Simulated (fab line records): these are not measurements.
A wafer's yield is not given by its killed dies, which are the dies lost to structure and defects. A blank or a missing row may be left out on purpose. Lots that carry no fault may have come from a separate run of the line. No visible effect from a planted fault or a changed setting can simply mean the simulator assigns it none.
Matching of chambers -- flow n5 finfet -- N5_FIN_CUT_CUT_ETCH_28 on rie si-01 has 4 sister chambers
The step etches Si in HBr/Cl2/O2, target depth 6 nm, time 2.4 s. 18 wafers are shown with their chamber, then 9 later ones without.

EACH WAFER AND ITS CHAMBER
wafer,chamber,throttle valve pct (%),oes_o_777_au (a.u.),oes product au (a.u.)
L075.3,1,37.10,0.993,1.007
L075.4,2,37.18,0.997,1.011
L075.5,0,37.60,1.011,1.015
L079.1,3,37.37,0.964,0.995
L079.4,2,37.21,0.987,1.006
L079.6,1,37.10,0.992,0.994
L080.1,0,37.58,1.017,1.015
L080.3,1,37.11,0.993,1.006
L080.6,0,37.59,1.014,1.013
L081.1,2,37.20,1.003,1.011
L081.4,0,37.59,1.019,1.009
L081.6,0,37.58,1.010,1.014
L082.1,0,37.59,1.019,1.014
L082.4,1,37.09,0.994,1.002
L082.6,2,37.20,0.997,1.011
L086.1,2,37.19,0.999,1.011
L086.2,1,37.10,0.989,1.005
L086.4,0,37.59,1.013,1.015

SIGNATURES (averages over the wafers above)
reading,chamber 0,chamber 1,chamber 2,chamber 3,scatter within a chamber
throttle valve pct,37.5886,37.1000,37.1960,37.3700,0.00848
oes_o_777_au,1.01471,0.99220,0.99660,0.96400,0.0041
oes product au,1.01357,1.00280,1.01000,0.99500,0.00336
Rule: a wafer lies at a distance from a chamber equal to the root of the sum of squares, over the readings, of (its reading less the chamber's mean, divided by the reading's scatter). If the next closest chamber is less than 2 further off than the closest, the wafer can't be placed; otherwise it belongs to the closest. The scatter: take each reading less its chamber's mean, square it, sum over the shown wafers, divide by the number of wafers less the number of chambers, and take the root.

WAFERS WHOSE CHAMBER IS MISSING
wafer,throttle valve pct (%),oes_o_777_au (a.u.),oes product au (a.u.)
L087.2,37.38,0.971,0.986
L087.5,37.38,0.950,0.997
L087.6,37.18,1.001,1.009
L092.1,37.57,1.013,1.008
L092.4,37.10,1.000,0.996
L092.6,37.59,1.011,1.016
L097.1,37.39,0.963,0.993
L097.4,37.10,0.994,1.000
L097.5,37.20,1.000,1.007

THE CHAMBER EACH PASSED THROUGH
wafer,from the rows above,in truth
L087.2,3,3
L087.5,3,3
L087.6,2,2
L092.1,0,0
L092.4,1,1
L092.6,0,0
L097.1,3,3
L097.4,1,1
L097.5,2,2
Correct placement for 9 of the 9. From these rows, 0 cannot be placed. Number placed wrongly: 0.
